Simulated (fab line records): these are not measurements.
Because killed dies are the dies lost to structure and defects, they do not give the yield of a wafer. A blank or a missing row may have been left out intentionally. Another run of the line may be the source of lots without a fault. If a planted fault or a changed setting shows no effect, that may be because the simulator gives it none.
A struck lot beside a sound one :: flow nand harc :: 13 out of 1302 route steps
Sound: the wafers L726.1, L726.2, L726.3. Wafers L717.2, L717.3 were the ones struck. The cause is given at the end.
Order at every step that has rows: each side's tool, ch and its chambers, its first start. Under that, the readings that differ: sound wafers :: struck wafers :: difference of the means :: sigmas: that difference in standard deviations of wafers without a fault.
alike: words and numbers the same on both sides, and readings whose means are apart by under 2 such deviations; not compared: readings that were withheld, readings missing a value for some wafer, numbers with overlapping values and no deviation given by the record, and bounds like >300 which may hide the same value.
Wherever a step has rows on one side only, a row that says differs or no value, or a row with sigmas, the two part there. Numbers that have no deviation but don't overlap get no sigmas and don't part them. A reading missing from all wafers of one side parts the sides only when that side holds two or more wafers.

first, 1 step without rows for these wafers: NHARC_A_WL_FILL_ANNEAL_08 (time 1800 s).
NHARC_A_WL_FILL_ALD_10: deposits SiO2, target thk 50 nm, pulse time 10 s, ald cycles 500.
  sound on ald hk-04 ch 0,1,3, day 27 23:20; struck on ald hk-01 ch 1,3, day 24 05:38
  alike: heater power w, precursor pulse height rel
  not compared: ald cycles
then, 1 step without rows for these wafers: NHARC_A_WL_FILL_ETCHBACK_16 (etches the open film in C4F8/O2/Ar, target depth 120 nm, time 24 s).
NHARC_A_WL_FILL_STRIP_29: strips in O2, time 20 s.
  sound on rie diel-06 ch 0,1,2, day 28 04:04; struck on rie diel-03 ch 1,2, day 24 09:52
  alike: drypump motor current A, oes product au, rf vpp V, showerhead plenum p Torr, throttle valve pct
  not compared: rf hours counter h
NHARC_A_WL_FILL_ETCHBACK_17: etches the open film in Cl2/BCl3, target depth 4 nm, time 26.7 s.
  sound on rie metal-02 ch 0,1, day 28 04:10; struck on rie metal-02 ch 0,1, day 24 09:56
  alike: drypump motor current A, oes product au
  not compared: rf hours counter h
then, 3 steps without rows for these wafers: NHARC_A_WL_FILL_PRECLEAN_18 (cleans in dHF, time 30 s); NHARC_A_WL_FILL_SRD_21; NHARC_A_WL_FILL_CVD_23 (deposits poly-Si, target thk 40 nm, time 800 s).
NHARC_A_WL_FILL_ETCHBACK_26: etches the open film in HBr, target depth 52 nm, time 13.3 s.
  sound on rie si-03 ch 1,2,3, day 28 09:25; struck on rie si-02 ch 0,3, day 24 15:14
reading: rf hours counter h (h)
sound: 0.48 0.40 0.49
struck: 0.69 0.67
difference: +0.22
sigmas: 
  alike: drypump motor current A, oes product au, throttle valve pct
then, 2 steps without rows for these wafers: NHARC_A_WL_FILL_PRECLEAN_30 (cleans in dHF, time 10 s); NHARC_A_WL_FILL_SRD_14.
NHARC_A_WL_FILL_ALD_19: deposits TiN, target thk 2 nm, pulse time 3 s, ald cycles 100.
  sound on ald metal-02 ch 0,1,2, day 28 09:43; struck on ald metal-02 ch 0,1, day 24 15:31
reading: ald cycles
sound: 100 100 100
struck: 43 43
difference: -57
sigmas: 
  alike: heater power w, precursor pulse height rel
NHARC_A_WL_FILL_CVD_20: deposits W, target thk 100 nm, time 74 s.
  sound on cvd w-01 ch 1; struck on cvd w-02 ch 0,1
  alike: chamber pressure Torr, heater power w, throttle valve pct

WHERE THEY PART
Nowhere in this record.

WHY: what had been put in by the simulator
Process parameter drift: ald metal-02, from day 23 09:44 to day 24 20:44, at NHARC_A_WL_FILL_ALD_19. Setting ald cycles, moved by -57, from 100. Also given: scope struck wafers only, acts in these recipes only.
